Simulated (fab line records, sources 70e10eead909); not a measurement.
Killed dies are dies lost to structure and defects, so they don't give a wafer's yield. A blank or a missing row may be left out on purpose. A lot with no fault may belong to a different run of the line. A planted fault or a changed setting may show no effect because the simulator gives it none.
Comparing a struck lot with a sound one + flow nand_harc + 14 steps out of a route of 1159
Sound: the wafers L718.4, L718.5, L718.6. Wafers L716.4, L716.5, L716.6 were the ones struck. The cause comes at the end.
Each step with rows lists, per side, the tool, then ch with its chambers, then its first start. Under that, the readings that differ: sound wafers + struck wafers + difference of the means + sigmas: that difference in standard deviations of wafers without a fault.
alike: readings with means less than 2 such deviations apart, plus words and numbers identical on both sides. not compared: withheld readings, readings lacking a value on some wafer, bounds such as >300 that could conceal the same value, and numbers that have no deviation in the record and whose values overlap.
The two part at a step that has a row with sigmas, a row that says differs or no value, or rows on one side only. Numbers that have no deviation but don't overlap get no sigmas and don't part them. A reading that every wafer of one side lacks parts them only if that side has two wafers or more.

NHARC_A_M1_OVL_MEAS_10: pitch 240 nm.
  struck on overlay-02, day 21 21:58; sound on overlay-01, day 22 21:38
| reading           | sound          | struck      | difference | sigmas |
|-------------------|----------------|-------------|------------|--------|
| overlay_y_nm (nm) | -2.0 -1.5 -1.1 | 0.2 0.9 1.1 | +2.3       | +2     |
  alike: overlay_x_nm
NHARC_A_M1_INSPECT_11:
  struck on defect_inspect-01, day 21 22:00; sound on defect_inspect-02, day 22 21:40
  alike: raw_defect_count
NHARC_A_M1_DESCUM_14: chemistry O2, time 3 s.
  sound on rie_diel-11 ch 1,2,3, day 22 21:46; struck on rie_diel-03 ch 0,1,3, day 21 22:05
  alike: drypump_motor_current_A, oes_product_au, rf_vpp_V, showerhead_plenum_p_Torr, throttle_valve_pct
  not compared: rf_hours_counter_h
then, 1 step without rows for these wafers: NHARC_A_M1_ETCH_35 (etches the open film in N2/H2, target depth 40 nm, overetch 12 nm, time 43.94 s).
NHARC_A_M1_ETCH_15: etches the open film in C4F8/Ar, target depth 182.5 nm, time 91.2 s.
  sound on rie_diel-11 ch 1,2,3; struck on rie_diel-03 ch 1,2
  alike: oes_product_au, rf_vpp_V
  not compared: rf_hours_counter_h
NHARC_A_M1_CD_MEAS_16:
  struck on cd_sem-01, day 21 22:22; sound on cd_sem-03, day 22 22:05
| reading    | sound             | struck            | difference | sigmas |
|------------|-------------------|-------------------|------------|--------|
| cd_nm (nm) | 118.3 119.2 119.6 | 121.0 122.0 120.7 | +2.2       | +4     |
NHARC_A_M1_STRIP_18: strips in N2/H2.
  sound on rie_diel-03 ch 0,2,3, day 22 22:12; struck on rie_diel-03 ch 0,3, day 21 22:28
  alike: drypump_motor_current_A, h2_flow_sccm, oes_product_au, power_w, rf_vpp_V, showerhead_plenum_p_Torr, throttle_valve_pct
  not compared: rf_hours_counter_h
NHARC_A_M1_ETCH_28: etches the open film in CF4/N2, target depth 30 nm, time 72.99 s.
  sound on rie_diel-03 ch 0,1; struck on rie_diel-03 ch 0,2,3
  alike: drypump_motor_current_A, oes_product_au, rf_vpp_V, showerhead_plenum_p_Torr, throttle_valve_pct
  not compared: rf_hours_counter_h
then, 2 steps without rows for these wafers: NHARC_A_M1_STRIP_19 (strips in post etch residue remover, time 600 s); NHARC_A_M1_DEGAS_29 (time 60 s).
NHARC_A_M1_PRE_CLEAN_30: time 30 s.
  sound on pvd_sputter-02; struck on pvd_sputter-02
  alike: heater_power_w
then, 1 step without rows for these wafers: NHARC_A_M1_PVD_20 (deposits TaN, target thk 5 nm, time 8.06 s).
NHARC_A_M1_PVD_21: deposits Cu, target thk 30 nm, time 20.49 s.
  struck on pvd_sputter-02, day 21 23:22; sound on pvd_sputter-02, day 22 23:01
  no value came back on the struck wafers for cathode_dc_power_W (W), chamber_pressure_pa (Pa), throttle_valve_pct (%); on the sound wafers cathode_dc_power_W (W) reads 5002.2 5000.1 4998.7
then, 1 step without rows for these wafers: NHARC_A_M1_ECD_22 (material Cu, target thk 400 nm).

== WHERE THEY PART ==
Earliest at NHARC_A_M1_OVL_MEAS_10; latest, in this record, at NHARC_A_M1_PVD_21.

WHY: the cause the simulator had injected
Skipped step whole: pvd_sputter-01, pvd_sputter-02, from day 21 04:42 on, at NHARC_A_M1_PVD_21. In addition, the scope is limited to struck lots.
